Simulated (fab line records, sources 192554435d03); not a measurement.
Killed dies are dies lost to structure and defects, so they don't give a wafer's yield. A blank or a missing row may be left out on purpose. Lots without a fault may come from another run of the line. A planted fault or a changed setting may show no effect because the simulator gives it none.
Chamber matching | flow n5_finfet | N5_BEOL_M14_ETCH_67 on rie_diel-02: 4 sister chambers
The step etches SiARC in CF4, target depth 143 nm, time 238.3 s. 16 wafers are shown with their chamber, then 8 later ones without.

WAFERS WITH THEIR CHAMBER
wafer  | chamber | drypump_motor_current_A (A) | etch_rf_on_time_s (s) | showerhead_plenum_p_Torr (Torr)
L074.1 | 0       | 5.9                         | 242                   | 2.20
L074.3 | 2       | 4.8                         | 242                   | 2.18
L074.6 | 3       | 5.2                         | 228                   | 2.09
L077.2 | 2       | 4.8                         | 244                   | 2.17
L077.3 | 1       | 5.7                         | 241                   | 2.03
L077.6 | 2       | 4.8                         | 243                   | 2.17
L076.4 | 2       | 4.8                         | 240                   | 2.17
L076.5 | 3       | 5.2                         | 229                   | 2.09
L076.6 | 1       | 5.7                         | 238                   | 2.03
L082.3 | 2       | 4.8                         | 244                   | 2.17
L082.5 | 3       | 5.2                         | 230                   | 2.09
L082.6 | 0       | 5.9                         | 237                   | 2.20
L089.1 | 3       | 5.2                         | 227                   | 2.08
L089.3 | 1       | 5.6                         | 238                   | 2.27
L089.5 | 2       | 4.8                         | 240                   | 2.16
L091.2 | 2       | 4.8                         | 244                   | 2.16

SIGNATURES (means of the wafers above)
reading                  | chamber 0 | chamber 1 | chamber 2 | chamber 3 | scatter within a chamber
drypump_motor_current_A  | 5.900     | 5.667     | 4.800     | 5.200     | 0.0236
etch_rf_on_time_s        | 239.50    | 239.00    | 242.43    | 228.50    | 1.9
showerhead_plenum_p_Torr | 2.2000    | 2.1100    | 2.1686    | 2.0875    | 0.0568
Rule: a wafer's distance from a chamber is the root of the sum, over the readings, of the square of ((its reading less the chamber's mean) divided by the reading's scatter). The wafer belongs to the nearest chamber; if the next one is less than 2 further off, it can't be placed. The scatter: the root of (the sum of the squares of (reading less its chamber's mean) over the shown wafers, divided by (wafers less chambers)).

WAFERS WITHOUT THEIR CHAMBER
wafer  | drypump_motor_current_A (A) | etch_rf_on_time_s (s) | showerhead_plenum_p_Torr (Torr)
L091.4 | 5.6                         | 242                   | 2.27
L091.6 | 5.6                         | 242                   | 2.27
L093.2 | 4.8                         | 244                   | 2.16
L093.4 | 5.9                         | 239                   | 2.19
L093.5 | 5.6                         | 238                   | 2.27
L096.2 | 5.2                         | 230                   | 2.07
L096.4 | 4.8                         | 237                   | 2.16
L096.5 | 5.9                         | 239                   | 2.19

WHICH CHAMBER EACH WENT THROUGH
wafer  | from the rows above | in truth
L091.4 | 1                   | 1
L091.6 | 1                   | 1
L093.2 | 2                   | 2
L093.4 | 0                   | 0
L093.5 | 1                   | 1
L096.2 | 3                   | 3
L096.4 | 2                   | 2
L096.5 | 0                   | 0
Placed correctly: 8 of 8. Can't be placed from these rows: 0. Placed wrongly: 0.
